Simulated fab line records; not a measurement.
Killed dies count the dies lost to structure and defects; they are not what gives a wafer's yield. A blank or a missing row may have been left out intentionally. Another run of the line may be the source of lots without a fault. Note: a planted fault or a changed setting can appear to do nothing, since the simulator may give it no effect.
fab line records	flow n5Finfet
record lots=7	wafers=21
route steps=1938 shown HKMG_FIN@401 GATE_CUT@469 MOL_CONTACT_COAG@523 BEOL_M0_SAQP@640
startH: hours from the record's opening day to when the first of the lot's shown wafers began	waitH: hours since the lot's step before	" as in the row above	L1.1+2: a single row standing in for several wafers	- either no value or no given start	* or withheld: withheld	< > ~ a bound
route shown NAME@n: a module of which the file shows steps, and the number in the route of the first	usual: mean/standard deviation of fault-free wafers	same: alike in all rows	chamber/n: place in a boat	sites: each site's reading	_std_site: standard deviation of those values	_edge_site: outer sites' mean less inner sites'	radiusMm: how far each site lies from the wafer's centre	mask NAME#n: copy n	behind: the most recent tool/chamber to have shaped the wafer	hold: reason for holding the lot/hours on hold/outcome of the hold	device: which transistor (n, p or np) failed to switch	end of line: the same wafers' tests at the end of the route	step lacking rows: just its recipe	killed: dies lost to structure and defects at the first sort, not the wafer's yield	map: the dies of a wafer, with x for killed, . for not killed, _ for no die there
set.NAME: setting as actually run; set.NAME@STEP: the setting as run at that earlier step	model.NAME: the simulator's own value behind a step, which no gauge read
lots with deliberately changed settings; one table per step, one row per wafer
## steps
# step N5_HKMG_FIN_DESCUM_53
# recipe chemistry=O2	timeS=7.9	sourcePowerW=50	biasPowerW=20	pressureMtorr=20	rfFrequencyHz=2.712e+07	tempC=40	resist=CAR-ArF	o2FlowSccm=225
lot.wafer	tool	chamber	startH	waitH	set.timeS	model.CAR-ArF_of_HKMG_FIN_COAT_43.thkNm
L076.3	rieDiel-02	1	84.31	0.0	6.667	84.4
L076.4+5	"	2	"	"	7.9	83.6
L079.1	rieDiel-02	3	106.00	0.2	6.699	84.4
L079.5	"	3	"	"	7.9	83.8
L079.6	"	2	"	"	7.9	83.6
L085.1+3	rieDiel-01	1,0	137.75	0.0	7.9	83.2
L085.5	"	0	"	"	7.9	83.4
L086.1	rieDiel-02	0	144.69	0.7	6.851	83.8
L086.2	"	3	"	"	7.9	83.2
L086.3	"	1	"	"	7.9	83.4
L087.3+4	rieDiel-04	0,1	150.09	0.1	7.9	83.6
L087.5	"	1	"	"	7.9	83.4
L088.3	rieDiel-01	1	157.99	0.4	7.9	84
L088.4+5	"	2,1	"	"	7.9	83.8
L089.1+4	rieDiel-02	1,0	163.70	0.0	7.158	84.2
L089.5	"	0	"	"	7.9	83.8
# step N5_HKMG_FIN_ETCH_54
# recipe chemistry=CF4	target=SiARC	targetDepthA=455	maskMaterial=CAR-ArF	timeS=75.8	ionEnergyEv=80	pressureMtorr=40	sourceW=545	biasW=36	Ar_flow_sccm=100	cf4FlowSccm=100	ends=cleared
lot.wafer	tool	chamber	startH	waitH	set.pebTimeS@HKMG_FIN_PEB_47	set.timeS@HKMG_FIN_DESCUM_53	model.CAR-ArF_of_HKMG_FIN_COAT_43.thkNm	model.HKMG_FIN.cdOffsetNm
L076.3	rieDiel-02	1	84.35	0.0	60	6.667	51.8	0.6
L076.4	"	2	"	"	60	7.9	51	0
L076.5	"	2	"	"	60	7.9	51	0.8
L079.1	rieDiel-02	3	106.04	0.0	71.23	6.699	51.8	5
L079.5	"	3	"	"	71.23	7.9	51	5.2
L079.6	"	2	"	"	60	7.9	50.8	0
L085.1	rieDiel-01	1	137.79	0.0	51.7	7.9	50.8	-4.4
L085.3	"	0	"	"	60	7.9	50.8	-0.2
L085.5	"	0	"	"	51.7	7.9	51	-4.4
L086.1	rieDiel-02	0	144.73	0.0	60	6.851	51.2	0.2
L086.2	"	3	"	"	52.48	7.9	50.8	-5.6
L086.3	"	1	"	"	60	7.9	50.8	-1
L087.3	rieDiel-04	0	150.13	0.0	60	7.9	51.2	-0.2
L087.4+5	"	1	"	"	60	7.9	51	-0.2
L088.3	rieDiel-01	1	158.02	0.0	64.98	7.9	51.4	3.2
L088.4	"	2	"	"	64.98	7.9	51.4	2.4
L088.5	"	1	"	"	64.98	7.9	51.2	3.2
L089.1	rieDiel-02	1	163.74	0.0	60	7.158	51.6	-0.6
L089.4	"	0	"	"	60	7.158	51.4	1
L089.5	"	0	"	"	60	7.9	51.2	0.2
# step N5_HKMG_FIN_ETCH_55
# recipe chemistry=N2/H2	target=SOC	targetDepthA=2400	tempC=40	timeS=300	ionEnergyEv=200	maskMaterial=SiARC	pressureMtorr=30	sourceW=840	biasW=150	n2FlowSccm=200	h2FlowSccm=200
lot.wafer	tool	chamber	startH	waitH	set.pebTimeS@HKMG_FIN_PEB_47	model.HKMG_FIN.cdOffsetNm
L076.3	rieDiel-02	1	84.40	0.0	60	0.4
L076.4	"	2	"	"	60	0.8
L076.5	"	2	"	"	60	1.4
L079.1+5	rieDiel-02	3	106.10	0.0	71.23	5
L079.6	"	2	"	"	60	0.8
L085.1	rieDiel-01	1	137.84	0.0	51.7	-4.4
L085.3	"	0	"	"	60	-0.2
L085.5	"	0	"	"	51.7	-4.2
L086.1	rieDiel-02	0	144.79	0.0	60	-0.6
L086.2	"	3	"	"	52.48	-6
L086.3	"	1	"	"	60	-1.4
L087.3+5	rieDiel-04	0,1	150.18	0.0	60	-0.6
L087.4	"	1	"	"	60	-0.8
L088.3+5	rieDiel-01	1	158.08	0.0	64.98	2.8
L088.4	"	2	"	"	64.98	2.2
L089.1	rieDiel-02	1	163.79	0.0	60	-0.8
L089.4	"	0	"	"	60	0.2
L089.5	"	0	"	"	60	-0.2
# step N5_GATE_CUT_ETCH_58
# recipe chemistry=CH3F/O2	target=SiNx	targetDepthA=170	timeS=128.6	ionEnergyEv=50	pressureMtorr=30	sourceW=415	biasW=21	Ar_flow_sccm=150	CH3F_flow_sccm=30	O2_flow_sccm=20
# usual rfVppV=99.2/0.9
lot.wafer	tool	chamber	startH	waitH	set.biasW	rfVppV
L076.3	rieDiel-05	1	92.48	0.0	18.98	94.1
L076.4	"	1	"	"	21	99.8
L076.5	"	2	"	"	18.98	91.8
L079.1	rieDiel-06	0	115.15	0.0	21	99.1
L079.5	"	2	"	"	22.93	105.1
L079.6	"	1	"	"	21	98.7
L085.1	rieDiel-03	3	145.76	0.1	22.2	101.7
L085.3	"	1	"	"	22.2	102.1
L085.5	"	0	"	"	21	99.2
L086.1	rieDiel-03	3	153.16	0.1	21	99.5
L086.2	"	1	"	"	23.22	107.4
L086.3	"	0	"	"	21	99.3
L087.3	rieDiel-03	3	158.55	0.0	21	97.6
L087.4	"	2	"	"	21	99.0
L087.5	"	3	"	"	21	98.4
L088.3	rieDiel-05	1	166.49	0.0	21	100.2
L088.4	"	3	"	"	21	98.9
L088.5	"	2	"	"	21	98.8
L089.1	rieDiel-03	1	171.97	0.0	21	100.2
L089.4	"	0	"	"	21	100.5
L089.5	"	3	"	"	23.37	107.5
# step N5_MOL_CONTACT_COAG_EXPOSE_05
# recipe maskId=CA	na=0.33	sourceShape=annular	sigmaInner=0.4	sigmaOuter=0.8	polarization=unpolarized	defocusNm=0	doseMj=38.25
lot.wafer	tool	chamber	startH	waitH	mask	set.doseMj
L076.3	euvScanner-01	0	99.97	-	CA#0	38.25
L076.4+5	"	0	"	"	CA#0	36.12
L079.1+5+6	euvScanner-02	0	125.38	-	CA#0	38.25
L085.1+3+5	euvScanner-02	0	154.14	-	CA#0	38.25
L086.1	euvScanner-02	0	160.35	-	CA#0	38.25
L086.2+3	"	0	"	"	CA#0	35.91
L087.3+4+5	euvScanner-02	0	165.83	-	CA#0	38.25
L088.3+5	euvScanner-01	0	173.60	-	CA#0	37.2
L088.4	"	0	"	"	CA#0	38.25
L089.1+5	euvScanner-02	0	180.39	-	CA#0	35.58
L089.4	"	0	"	"	CA#0	38.25
# step N5_MOL_CONTACT_COAG_PEB_06
# recipe pebTempC=100	pebTimeS=60	resist=CAR-EUV
# step N5_MOL_CONTACT_COAG_DEVELOP_07
# recipe developTimeS=30	developer=TMAH	resist=CAR-EUV	rinseLiquid=surfactantRinse	dry=airSpin	devTempC=23
# step N5_MOL_CONTACT_COAG_CD_MEAS_08
# recipe targetCdNm=28	landingEnergyEv=500	detector=seInlens	polarity=opening
# usual cdNm=27.99/0.27
lot.wafer	tool	chamber	startH	waitH	set.doseMj@MOL_CONTACT_COAG_EXPOSE_05	cdNm
L076.3	cdSem-03	0	100.09	-	38.25	28.17
L076.4	"	0	"	"	36.12	27.21
L076.5	"	0	"	"	36.12	26.35
L079.1	cdSem-01	0	125.51	-	38.25	27.72
L079.5	"	0	"	"	38.25	28.08
L079.6	"	0	"	"	38.25	28.03
L085.1	cdSem-01	0	154.27	-	38.25	28.17
L085.3	"	0	"	"	38.25	27.93
L085.5	"	0	"	"	38.25	28.02
L086.1	cdSem-02	0	160.48	-	38.25	27.67
L086.2	"	0	"	"	35.91	26.13
L086.3	"	0	"	"	35.91	26.12
L087.3	cdSem-03	0	165.95	-	38.25	28.05
L087.4	"	0	"	"	38.25	27.24
L087.5	"	0	"	"	38.25	27.59
L088.3	cdSem-01	0	173.72	-	37.2	27.32
L088.4	"	0	"	"	38.25	28.20
L088.5	"	0	"	"	37.2	27.61
L089.1	cdSem-01	0	180.52	-	35.58	26.30
L089.4	"	0	"	"	38.25	28.00
L089.5	"	0	"	"	35.58	26.18
# step N5_MOL_CONTACT_COAG_DESCUM_13
# recipe chemistry=O2	timeS=7	sourcePowerW=50	biasPowerW=20	pressureMtorr=20	rfFrequencyHz=2.712e+07	tempC=40	resist=CAR-EUV	o2FlowSccm=225
# step N5_MOL_CONTACT_COAG_ETCH_59
# recipe chemistry=N2/H2	target=underlayer	targetDepthA=130	maskMaterial=CAR-EUV	timeS=10.4	ionEnergyEv=200	pressureMtorr=30	sourceW=840	biasW=150	n2FlowSccm=200	h2FlowSccm=200	ends=cleared
lot.wafer	tool	chamber	startH	waitH	set.doseMj@MOL_CONTACT_COAG_EXPOSE_05	model.MOL_CONTACT_COAG.cdOffsetNm
L076.3	rieDiel-01	2	100.34	0.0	38.25	0.4
L076.4	"	1	"	"	36.12	-1.4
L076.5	"	2	"	"	36.12	-1.2
L079.1	rieDiel-02	1	125.85	0.0	38.25	0
L079.5+6	"	1,2	"	"	38.25	0.2
L085.1+3+5	rieDiel-04	1,2,1	154.48	0.0	38.25	0.2
L086.1	rieDiel-02	2	160.99	0.0	38.25	-0.2
L086.2	"	0	"	"	35.91	-1.6
L086.3	"	3	"	"	35.91	-1.4
L087.3	rieDiel-01	2	166.11	0.0	38.25	0.2
L087.4+5	"	0,3	"	"	38.25	-0.2
L088.3	rieDiel-01	0	173.91	0.0	37.2	-0.8
L088.4	"	3	"	"	38.25	0
L088.5	"	0	"	"	37.2	-0.6
L089.1	rieDiel-02	1	181.05	0.0	35.58	-1.6
L089.4	"	0	"	"	38.25	0.2
L089.5	"	3	"	"	35.58	-1.8
# step N5_MOL_CONTACT_COAG_STRIP_108
# recipe chemistry=N2/H2	tempC=40	n2FlowSccm=200	h2FlowSccm=200	rfFrequencyHz=6e+07
lot.wafer	tool	chamber	startH	waitH	set.tempC
L076.3+4	rieDiel-01	2,1	100.48	0.0	43.31
L076.5	"	2	"	"	40
L079.1+5+6	rieDiel-02	1,1,2	125.99	0.0	40
L085.1+3+5	rieDiel-04	1,2,1	154.62	0.0	40
L086.1+3	rieDiel-02	2,3	161.13	0.0	40
L086.2	"	0	"	"	36.74
L087.3+4+5	rieDiel-01	2,0,3	166.25	0.0	40
L088.3+4	rieDiel-01	0,3	174.04	0.0	42.04
L088.5	"	0	"	"	40
L089.1+4+5	rieDiel-02	1,0,3	181.19	0.0	40
# step N5_MOL_CONTACT_COAG_CONTACT_ETCH_14
# recipe chemistry=C4F6/O2	target=SiO2	targetDepthA=275	overetchA=85	maskMaterial=SOC	pressureMtorr=30	sourceW=370	biasW=185	Ar_flow_sccm=300	C4F6_flow_sccm=16	O2_flow_sccm=10	timeS=20	ionEnergyEv=259.6
lot.wafer	tool	chamber	startH	waitH	set.doseMj@MOL_CONTACT_COAG_EXPOSE_05	model.MOL_CONTACT_COAG.cdOffsetNm
L076.3	rieDiel-01	2	100.49	0.0	38.25	0.4
L076.4	"	1	"	"	36.12	-1.4
L076.5	"	2	"	"	36.12	-1
L079.1	rieDiel-02	1	126.00	0.0	38.25	-0.2
L079.5	"	1	"	"	38.25	0
L079.6	"	2	"	"	38.25	0.4
L085.1+3+5	rieDiel-04	1,2,1	154.63	0.0	38.25	0
L086.1	rieDiel-02	2	161.14	0.0	38.25	0
L086.2	"	0	"	"	35.91	-1.4
L086.3	"	3	"	"	35.91	-1.6
L087.3	rieDiel-01	2	166.26	0.0	38.25	0
L087.4	"	0	"	"	38.25	-0.4
L087.5	"	3	"	"	38.25	-0.6
L088.3+5	rieDiel-01	0	174.05	0.0	37.2	-0.8
L088.4	"	3	"	"	38.25	-0.6
L089.1	rieDiel-02	1	181.20	0.0	35.58	-1.6
L089.4	"	0	"	"	38.25	0.4
L089.5	"	3	"	"	35.58	-1.8
# step N5_MOL_CONTACT_COAG_STRIP_109
# recipe chemistry=C4F6/O2	resist=SiARC	rfFrequencyHz=6e+07
# step N5_MOL_CONTACT_COAG_ETCH_15
# recipe chemistry=CH3F/O2	target=SiNx	targetDepthA=70	maskMaterial=SOC	stopOn=Si:P	overEtchFrac=0.75	ionEnergyEv=120	pressureMtorr=30	sourceW=395	biasW=73	Ar_flow_sccm=150	CH3F_flow_sccm=30	O2_flow_sccm=20
lot.wafer	tool	chamber	startH	waitH	set.doseMj@MOL_CONTACT_COAG_EXPOSE_05	model.MOL_CONTACT_COAG.cdOffsetNm
L076.3	rieDiel-01	2	100.53	0.0	38.25	0.4
L076.4	"	1	"	"	36.12	-1.2
L076.5	"	2	"	"	36.12	-1
L079.1	rieDiel-02	1	126.03	0.0	38.25	-0.4
L079.5	"	1	"	"	38.25	-0.2
L079.6	"	2	"	"	38.25	0.4
L085.1+3+5	rieDiel-04	1,2,1	154.66	0.0	38.25	0
L086.1	rieDiel-02	2	161.17	0.0	38.25	0
L086.2	"	0	"	"	35.91	-1.2
L086.3	"	3	"	"	35.91	-1.6
L087.3	rieDiel-01	2	166.29	0.0	38.25	0
L087.4	"	0	"	"	38.25	-0.4
L087.5	"	3	"	"	38.25	-0.6
L088.3	rieDiel-01	0	174.09	0.0	37.2	-0.8
L088.4	"	3	"	"	38.25	-0.6
L088.5	"	0	"	"	37.2	-0.6
L089.1+5	rieDiel-02	1,3	181.24	0.0	35.58	-1.6
L089.4	"	0	"	"	38.25	0.4
# step N5_MOL_CONTACT_COAG_ETCH_110
# recipe chemistry=CF4/O2	target=Si	targetDepthA=25	timeS=8	pressureMtorr=100	sourceW=200	biasW=12	ionEnergyEv=60	Ar_flow_sccm=100	cf4FlowSccm=100	O2_flow_sccm=10
lot.wafer	tool	chamber	startH	waitH	set.doseMj@MOL_CONTACT_COAG_EXPOSE_05	model.MOL_CONTACT_COAG.cdOffsetNm
L076.3	rieDiel-01	2	100.59	0.0	38.25	0.6
L076.4	"	1	"	"	36.12	-1.4
L076.5	"	2	"	"	36.12	-1
L079.1	rieDiel-02	1	126.09	0.0	38.25	-0.4
L079.5	"	1	"	"	38.25	-0.2
L079.6	"	2	"	"	38.25	0.6
L085.1+3+5	rieDiel-04	1,2,1	154.72	0.0	38.25	0
L086.1	rieDiel-02	2	161.23	0.0	38.25	0.2
L086.2	"	0	"	"	35.91	-1.2
L086.3	"	3	"	"	35.91	-1.6
L087.3	rieDiel-01	2	166.35	0.0	38.25	0
L087.4	"	0	"	"	38.25	-0.4
L087.5	"	3	"	"	38.25	-0.6
L088.3+5	rieDiel-01	0	174.15	0.0	37.2	-0.6
L088.4	"	3	"	"	38.25	-0.6
L089.1	rieDiel-02	1	181.30	0.0	35.58	-1.6
L089.4	"	0	"	"	38.25	0.6
L089.5	"	3	"	"	35.58	-1.8
# step N5_MOL_CONTACT_COAG_STRIP_98
# recipe chemistry=N2/H2	powerW=500	tempC=40	pressureMtorr=50	rfFrequencyHz=6e+07	overashFraction=0.3	biasPowerW=8	h2Frac=0.5	n2FlowSccm=300	h2FlowSccm=300
# step N5_MOL_CONTACT_COAG_CD_MEAS_99
# recipe targetCdNm=17.2	polarity=opening
# usual cdNm=17.3/0.39
lot.wafer	tool	chamber	startH	waitH	set.doseMj@MOL_CONTACT_COAG_EXPOSE_05	cdNm
L076.3	cdSem-01	-	100.71	-	38.25	17.6
L076.4	"	-	"	"	36.12	16.0
L076.5	"	-	"	"	36.12	16.2
L079.1	cdSem-03	-	126.21	-	38.25	17.1
L079.5	"	-	"	"	38.25	16.9
L079.6	"	-	"	"	38.25	17.7
L085.1	cdSem-02	-	154.84	-	38.25	17.3
L085.3	"	-	"	"	38.25	17.2
L085.5	"	-	"	"	38.25	17.0
L086.1	cdSem-01	-	161.35	-	38.25	17.5
L086.2	"	-	"	"	35.91	16.0
L086.3	"	-	"	"	35.91	15.6
L087.3	cdSem-01	-	166.48	-	38.25	17.1
L087.4	"	-	"	"	38.25	16.7
L087.5	"	-	"	"	38.25	16.9
L088.3	cdSem-03	-	174.27	-	37.2	16.6
L088.4	"	-	"	"	38.25	16.5
L088.5	"	-	"	"	37.2	16.4
L089.1	cdSem-02	-	181.42	-	35.58	15.5
L089.4	"	-	"	"	38.25	17.7
L089.5	"	-	"	"	35.58	15.7
# step N5_MOL_CONTACT_COAG_ETCH_91
# recipe chemistry=N2/H2	target=SOC	targetDepthA=600	overetchA=210	maskMaterial=SiARC	tempC=40	timeS=101.2	ionEnergyEv=200	pressureMtorr=30	sourceW=840	biasW=150	n2FlowSccm=200	h2FlowSccm=200
lot.wafer	tool	chamber	startH	waitH	set.timeS	model.SiARC_of_MOL_CONTACT_COAG_COAT_76.thkNm
L076.3+5	rieDiel-01	0,2	113.67	0.0	79.93	6.6
L076.4	"	0	"	"	101.2	5.8
L079.1	rieDiel-01	1	136.01	0.0	122.6	4.8
L079.5	"	2	"	"	122.6	5
L079.6	"	3	"	"	101.2	5.8
L085.1+3	rieDiel-04	2,3	165.67	0.0	101.2	5.8
L085.5	"	1	"	"	101.2	6
L086.1	rieDiel-02	1	173.83	0.0	101.2	5.8
L086.2	"	3	"	"	119.4	5
L086.3	"	2	"	"	119.4	5.2
L087.3+5	rieDiel-04	2,0	180.75	0.0	101.2	5.8
L087.4	"	1	"	"	101.2	6
L088.3	rieDiel-02	2	184.51	0.0	101.2	6
L088.4+5	"	1	"	"	101.2	5.8
L089.1	rieDiel-04	1	190.06	0.0	101.2	5.8
L089.4+5	"	2,1	"	"	112.8	5.4
# step N5_BEOL_M0_SAQP_HM_DEP_111
# recipe material=SiO2	targetThkA=120	tempC=400	precursor=SiH4/N2O	pressureTorr=0.75	rfW=275	timeS=7.2
lot.wafer	tool	chamber	startH	waitH	set.timeS	model.SiO2_of_BEOL_M0_SAQP_HM_DEP_111.thkNm
L076.3	pecvd-02	0	122.44	0.0	8.187	13.6
L076.4	"	0	"	"	7.2	12
L076.5	"	1	"	"	7.2	11.8
L079.1	pecvd-02	0	143.99	0.0	7.834	12.8
L079.5+6	"	0,2	"	"	7.2	12
L085.1	pecvd-02	0	175.15	0.0	7.2	12
L085.3	"	1	"	"	8.188	13.2
L085.5	"	2	"	"	8.188	13.6
L086.1	pecvd-01	1	180.83	0.0	6.189	10.2
L086.2	"	2	"	"	6.189	10
L086.3	"	0	"	"	7.2	11.6
L087.3	pecvd-03	2	189.16	0.0	7.2	11.8
L087.4+5	"	0,1	"	"	7.2	12.2
L088.3	pecvd-01	0	192.68	0.1	8.265	14
L088.4+5	"	1	"	"	7.2	12.2
L089.1	pecvd-02	1	197.54	0.0	6.477	10.6
L089.4	"	0	"	"	6.477	10.8
L089.5	"	1	"	"	7.2	12
## key
split step=N5_HKMG_FIN_DESCUM_53	setting=timeS	stated=7.9	by=wafer
response step=N5_HKMG_FIN_DESCUM_53	reading=model.CAR-ArF_of_HKMG_FIN_COAT_43.thkNm	change=-0.0453	per=1%	r=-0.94
response step=N5_HKMG_FIN_ETCH_54	reading=model.CAR-ArF_of_HKMG_FIN_COAT_43.thkNm	change=-0.0464	per=1%	r=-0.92
split step=N5_GATE_CUT_ETCH_58	setting=biasW	stated=21	by=wafer
response step=N5_GATE_CUT_ETCH_58	reading=rfVppV	change=+0.677	per=1%	r=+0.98
split step=N5_MOL_CONTACT_COAG_EXPOSE_05	setting=doseMj	stated=38.25	by=wafer
response step=N5_MOL_CONTACT_COAG_CD_MEAS_08	reading=cdNm	change=+0.253	per=1%	r=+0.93
response step=N5_MOL_CONTACT_COAG_ETCH_59	reading=model.MOL_CONTACT_COAG.cdOffsetNm	change=+0.261	per=1%	r=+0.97
response step=N5_MOL_CONTACT_COAG_CONTACT_ETCH_14	reading=model.MOL_CONTACT_COAG.cdOffsetNm	change=+0.267	per=1%	r=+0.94
response step=N5_MOL_CONTACT_COAG_ETCH_15	reading=model.MOL_CONTACT_COAG.cdOffsetNm	change=+0.25	per=1%	r=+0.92
response step=N5_MOL_CONTACT_COAG_ETCH_110	reading=model.MOL_CONTACT_COAG.cdOffsetNm	change=+0.288	per=1%	r=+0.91
response step=N5_MOL_CONTACT_COAG_CD_MEAS_99	reading=cdNm	change=+0.263	per=1%	r=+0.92
split step=N5_MOL_CONTACT_COAG_STRIP_108	setting=tempC	stated=40	by=wafer
response none clear
split step=N5_MOL_CONTACT_COAG_ETCH_91	setting=timeS	stated=101.2	by=wafer
response step=N5_MOL_CONTACT_COAG_ETCH_91	reading=model.SiARC_of_MOL_CONTACT_COAG_COAT_76.thkNm	change=-0.0395	per=1%	r=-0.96
split step=N5_BEOL_M0_SAQP_HM_DEP_111	setting=timeS	stated=7.2	by=wafer
response step=N5_BEOL_M0_SAQP_HM_DEP_111	reading=model.SiO2_of_BEOL_M0_SAQP_HM_DEP_111.thkNm	change=+0.114	per=1%	r=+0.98
split outsideThisFile step=N5_HKMG_FIN_PEB_47 setting=pebTimeS
# split outsideThisFile: this setting was split too, and the file shows its column; the key of that split is in another file
